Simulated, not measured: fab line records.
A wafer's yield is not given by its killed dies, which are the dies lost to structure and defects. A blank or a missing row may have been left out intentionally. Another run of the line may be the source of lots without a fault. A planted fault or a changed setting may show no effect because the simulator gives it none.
What tool caused it? :: flow nandHarc :: 12 lots, 36 wafers sampled, at 2 steps of a route of 1302

WHAT THE GAUGES READ, wafer by wafer
NHARC_P_M0_CD_MEAS_16.
lot: L075
measured: day 6 10:08
on: cdSem-02
cdNm (nm): 89.6 91.5 91.4

lot: L077
measured: day 7 03:59
on: cdSem-03
cdNm (nm): 91.8 89.3 88.7

lot: L079
measured: day 8 05:58
on: cdSem-02
cdNm (nm): 90.4 90.9 91.0

lot: L080
measured: day 9 01:20
on: cdSem-01
cdNm (nm): 88.3 89.8 89.6

lot: L083
measured: day 9 22:21
on: cdSem-02
cdNm (nm): 89.7 89.9 91.0

lot: L085
measured: day 10 14:37
on: cdSem-03
cdNm (nm): 90.5 89.1 91.0

lot: L088
measured: day 12 01:29
on: cdSem-02
cdNm (nm): 89.3 89.1 88.3

lot: L089
measured: day 12 09:25
on: cdSem-01
cdNm (nm): 91.1 91.5 91.0

lot: L091
measured: day 13 11:49
on: cdSem-02
cdNm (nm): 90.2 88.1 88.3

lot: L093
measured: day 14 00:09
on: cdSem-02
cdNm (nm): 91.1 89.9 90.9

lot: L095
measured: day 14 17:05
on: cdSem-02
cdNm (nm): 89.0 89.3 89.9

lot: L097
measured: day 15 18:44
on: cdSem-01
cdNm (nm): 89.1 89.6 90.6

WHAT TOOL EACH LOT RAN ON (gives the tool, then ch and the chambers of the sampled wafers, and finally the start)
lot: L075
NHARC_P_CONTACT_CMP_01: cmp-03 ch 0,1,3, day 6 04:53

lot: L077
NHARC_P_CONTACT_CMP_01: cmp-02 ch 0,2,3, day 6 22:10

lot: L079
NHARC_P_CONTACT_CMP_01: cmp-01 ch 1,2,3, day 8 00:10

lot: L080
NHARC_P_CONTACT_CMP_01: cmp-02 ch 1,2,3, day 8 19:12

lot: L083
NHARC_P_CONTACT_CMP_01: cmp-01 ch 0,1, day 9 16:50

lot: L085
NHARC_P_CONTACT_CMP_01: cmp-03 ch 2,3, day 10 08:31

lot: L088
NHARC_P_CONTACT_CMP_01: cmp-03 ch 0,2,3, day 11 19:46

lot: L089
NHARC_P_CONTACT_CMP_01: cmp-01 ch 0,2, day 12 03:49

lot: L091
NHARC_P_CONTACT_CMP_01: cmp-01 ch 0,3, day 13 06:17

lot: L093
NHARC_P_CONTACT_CMP_01: cmp-02 ch 0,1,3, day 13 18:45

lot: L095
NHARC_P_CONTACT_CMP_01: cmp-01 ch 1,2,3, day 14 11:43

lot: L097
NHARC_P_CONTACT_CMP_01: cmp-01 ch 1,2,3, day 15 13:24
- NHARC_P_CONTACT_CMP_01: polishes SiO2, target thk 200 nm.

THE ANSWER, worked out from the rows above alone
Rule: the usual values come from the lots themselves. The widest of any qualifying gaps counts: lots, ordered by their means at a reading, are off when they make up no more than a third of the lots, leave a main group of 4 or more, and stand apart from it by 3 or more times the standard deviation of that group's means. Not used: any main group whose means are identical at the precision the tables above print for the reading. A lot without any number at a reading at which 4 lots or more have one is off too. Any other lot the step has rows for is counted as sound.
No lot is off at any reading shown: from this, nothing can be told.

WHAT HAD BEEN PUT IN BY THE SIMULATOR
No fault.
